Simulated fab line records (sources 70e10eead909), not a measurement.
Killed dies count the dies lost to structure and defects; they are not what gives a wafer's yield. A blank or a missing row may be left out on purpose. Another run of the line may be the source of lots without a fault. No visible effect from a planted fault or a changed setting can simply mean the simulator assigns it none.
Which tool was responsible? -- flow nand harc -- 37 wafers from 13 lots sampled at 5 of the route's 1302 steps

WHAT EACH GAUGE READ, for each wafer
NHARC_A_CHANNEL_FILL_D1_INSPECT_13. Usual: 350 for raw defect count, sd 150.
lot,measured,on,raw defect count,flag
L103,day 10 16:40,defect inspect-02,375 238 485,
L104,day 11 06:32,defect inspect-01,512 566 254,
L105,day 11 22:44,defect inspect-01,249 176 288,
L107,day 12 04:25,defect inspect-01,340 507 621,
L106,day 12 04:25,defect inspect-02,286 263 280,
L108,day 12 19:14,defect inspect-02,242 253 189,
L109,day 13 05:45,defect inspect-02,221 424 377,
L110,day 14 06:34,defect inspect-02,302 362 440,
L113,day 14 22:17,defect inspect-02,261 648 177,
L122,day 18 12:30,defect inspect-01,314,
L123,day 19 03:22,defect inspect-02,417 324 380,
L125,day 19 21:56,defect inspect-02,296 415 254,
L126,day 20 12:23,defect inspect-02,208 573 374,

NHARC_A_DECK1_JOINT_INSPECT_05. Usual: 398 for raw defect count, sd 160.
lot,measured,on,raw defect count,flag
L103,day 12 05:28,defect inspect-01,427 557 598,
L104,day 12 19:49,defect inspect-02,268 279 318,
L105,day 13 06:05,defect inspect-02,348 310 263,
L107,day 13 20:46,defect inspect-02,373 231 213,
L106,day 13 20:45,defect inspect-01,311 401 299,
L108,day 14 04:31,defect inspect-02,216 393 395,
L109,day 14 19:32,defect inspect-02,229 261 544,
L110,day 15 16:45,defect inspect-02,324 384 309,
L113,day 16 10:34,defect inspect-02,202 348 331,
L122,day 20 05:37,defect inspect-01,1051,OFF
L123,day 20 11:42,defect inspect-02,762 286 548,
L125,day 21 06:31,defect inspect-02,303 485 303,
L126,day 22 07:13,defect inspect-02,588 386 449,

NHARC_END_SORT_01. Usual: killed at array 52, standard deviation 18; killed at other 1.0, standard deviation 1.4; killed at periphery 3.1, standard deviation 2.3; killed dies 56, standard deviation 17; killed open 3.0, standard deviation 1.7; killed short 2.5, standard deviation 1.7.
lot,measured,on,killed at array,killed at other,killed at periphery,killed dies,killed open,killed short,flag
L103,day 24 02:51,prober-02,56 41 41,1 0 1,2 4 1,59 45 43,3 4 4,5 3 4,
L104,day 24 15:46,prober-01,40 35 32,0 0 0,4 3 4,44 38 36,3 3 6,0 5 4,
L105,day 24 15:41,prober-02,93 78 93,0 0 0,2 1 2,95 79 95,8 0 1,2 1 3,
L107,day 26 12:32,prober-01,60 59 84,0 2 2,5 2 3,65 63 89,4 2 3,3 1 2,
L106,day 26 03:56,prober-01,26 39 20,1 2 1,11 3 3,38 44 24,4 4 5,1 3 2,
L108,day 26 04:43,prober-02,28 28 25,1 0 2,2 2 1,31 30 28,3 4 1,4 4 1,
L109,day 26 23:19,prober-02,74 70 96,1 0 0,1 1 2,76 71 98,2 1 3,2 4 6,
L110,day 27 20:37,prober-02,34 24 33,3 0 0,4 7 4,41 31 37,3 2 4,1 0 2,
L113,day 28 10:42,prober-01,52 46 66,2 1 2,4 3 1,58 50 69,5 3 2,1 3 5,
L122,day 31 21:38,prober-02,31,2,10,43,2,0,OFF
L123,day 32 02:09,prober-01,52 73 64,1 0 0,3 1 1,56 74 65,3 4 3,1 3 0,
L125,day 33 04:29,prober-01,58 68 64,0 0 1,3 2 6,61 70 71,2 3 5,3 5 4,
L126,day 33 15:55,prober-02,77 52 75,1 0 1,5 2 5,83 54 81,3 1 2,4 4 3,

TOOL THAT RAN EACH LOT (tool first, then ch and the chambers of the sampled wafers, then the start)
lot,NHARC_A_CHANNEL_FILL_D1_ETCHBACK_19,NHARC_A_DECK1_JOINT_ETCHBACK_00
L103,"rie si-04 ch 0,1,2, day 9 16:37","rie si-06 ch 1,2, day 11 03:19"
L104,"rie si-01 ch 1,2,3, day 10 06:44","rie si-05 ch 1,2, day 11 22:01"
L105,"rie si-03 ch 1,2, day 10 22:38","rie si-06 ch 0,1, day 12 09:31"
L107,"rie si-03 ch 0,1,2, day 11 04:32","rie si-06 ch 1,2, day 12 14:57"
L106,"rie si-01 ch 0,2,3, day 11 04:34","rie si-05 ch 0,2,3, day 12 14:59"
L108,"rie si-03 ch 0,2,3, day 11 18:05","rie si-06 ch 1,2, day 13 05:58"
L109,"rie si-03 ch 2,3, day 12 05:59","rie si-05 ch 1,2, day 13 16:30"
L110,"rie si-03 ch 0,1,3, day 13 05:36","rie si-05 ch 0,1,3, day 14 17:17"
L113,"rie si-01 ch 0,1,3, day 13 22:34","rie si-06 ch 0,1,2, day 15 09:02"
L122,"rie si-03 ch 2, day 17 12:41","rie si-05 ch 3, day 19 03:59"
L123,"rie si-01 ch 1,2,3, day 18 03:38","rie si-02 ch 0,2,3, day 19 14:10"
L125,"rie si-01 ch 0,1,3, day 18 22:13","rie si-02 ch 0,2, day 20 08:40"
L126,"rie si-03 ch 0,2, day 19 11:31","rie si-06 ch 0,1,2, day 20 23:05"
- NHARC_A_CHANNEL_FILL_D1_ETCHBACK_19: etches the open film in HBr/Cl2, target depth 5 nm, time 1.7 s.
- NHARC_A_DECK1_JOINT_ETCHBACK_00: etches the open film in HBr, target depth 30 nm, time 17.4 s.

WHAT THE TOOLS THEMSELVES READ (means of the sampled wafers that have a number; where no wafer has one, the mark that the record gives instead)
NHARC_A_CHANNEL_FILL_D1_ETCHBACK_19. Usual: drypump motor current A 5.4 A, standard deviation 0.36; oes product au 1.007 a.u., standard deviation 0.014; throttle valve pct 26.406 %, standard deviation 0.0088.
lot,tool,drypump motor current A (A),oes product au (a.u.),throttle valve pct (%),flag
L103,rie si-04,5.4,1.007,26.406,
L104,rie si-01,5.6,1.007,26.408,
L105,rie si-03,5.2,1.011,26.410,
L107,rie si-03,5.3,1.021,26.407,
L106,rie si-01,5.8,1.006,26.400,
L108,rie si-03,5.4,1.018,26.405,
L109,rie si-03,5.2,1.006,26.414,
L110,rie si-03,5.4,1.009,26.396,
L113,rie si-01,5.3,0.997,26.408,
L122,rie si-03,5.1,1.018,26.395,
L123,rie si-01,5.6,1.008,26.411,
L125,rie si-01,5.3,1.003,26.415,
L126,rie si-03,5.3,0.979,26.418,

NHARC_A_DECK1_JOINT_ETCHBACK_00. Usual: drypump motor current A 5.6 A, standard deviation 0.42; oes product au 1.003 a.u., standard deviation 0.014; run length s 38.8 s, standard deviation 0.37; throttle valve pct 23.267 %, standard deviation 0.0092.
lot,tool,drypump motor current A (A),oes product au (a.u.),run length s (s),throttle valve pct (%),flag
L103,rie si-06,5.2,1.007,39.1,23.275,
L104,rie si-05,5.6,1.001,38.7,23.267,
L105,rie si-06,5.3,0.994,38.8,23.270,
L107,rie si-06,5.5,0.995,38.8,23.276,
L106,rie si-05,5.4,1.001,38.8,23.269,
L108,rie si-06,5.5,1.003,38.9,23.255,
L109,rie si-05,5.7,1.004,38.7,23.270,
L110,rie si-05,5.3,1.009,39.2,23.263,
L113,rie si-06,5.4,0.990,38.8,23.262,
L122,rie si-05,5.5,1.013,42.3,23.270,OFF
L123,rie si-02,6.0,1.003,39.0,23.252,
L125,rie si-02,6.0,1.011,38.9,23.271,
L126,rie si-06,5.4,1.010,38.8,23.261,

THE ANSWER, worked out from the rows above alone
Rule: take the mean of a lot's wafers that have a number; if it is more than 3 standard deviations from the usual mean, the lot is off. Also off: a lot with no number at a reading for which 4 or more lots have one. Where the step has rows for the other lots, those lots are counted as sound. First the gauges in route order, then the tools' own readings, where a lot's mean is used as printed above. The first step at which some lot is off is used, and at that step the reading that is off furthest; a lot without a number counts as furthest.
Off: L122, at NHARC_A_DECK1_JOINT_INSPECT_05 (raw defect count).
A tool fits if, at a process step before that reading, it ran every lot that is off, and no sound lot after the first of them. The gauges at NHARC_A_DECK1_JOINT_INSPECT_05 aren't tried: what is off there is off at NHARC_END_SORT_01 too, on other tools, and a gauge's error can't cause that. One candidate fits, namely rie si-05 at NHARC_A_DECK1_JOINT_ETCHBACK_00. Its last sound lot is L110 (day 14 17:17), its first lot that is off L122 (day 19 03:59): a fault that began between those two fits.
The tool's own readings at NHARC_A_DECK1_JOINT_ETCHBACK_00 bear it out: on the lots that are off they differ by more than 5 times the standard deviation of the sound lots' means. run length s reads 42.3 s there against 38.9 s on the sound lots.

WHAT THE SIMULATOR PUT IN
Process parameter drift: rie si-05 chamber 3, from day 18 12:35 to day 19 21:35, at NHARC_A_DECK1_JOINT_ETCHBACK_00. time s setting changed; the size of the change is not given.
Shown lots that were struck: L122. The same result came from the rule above.
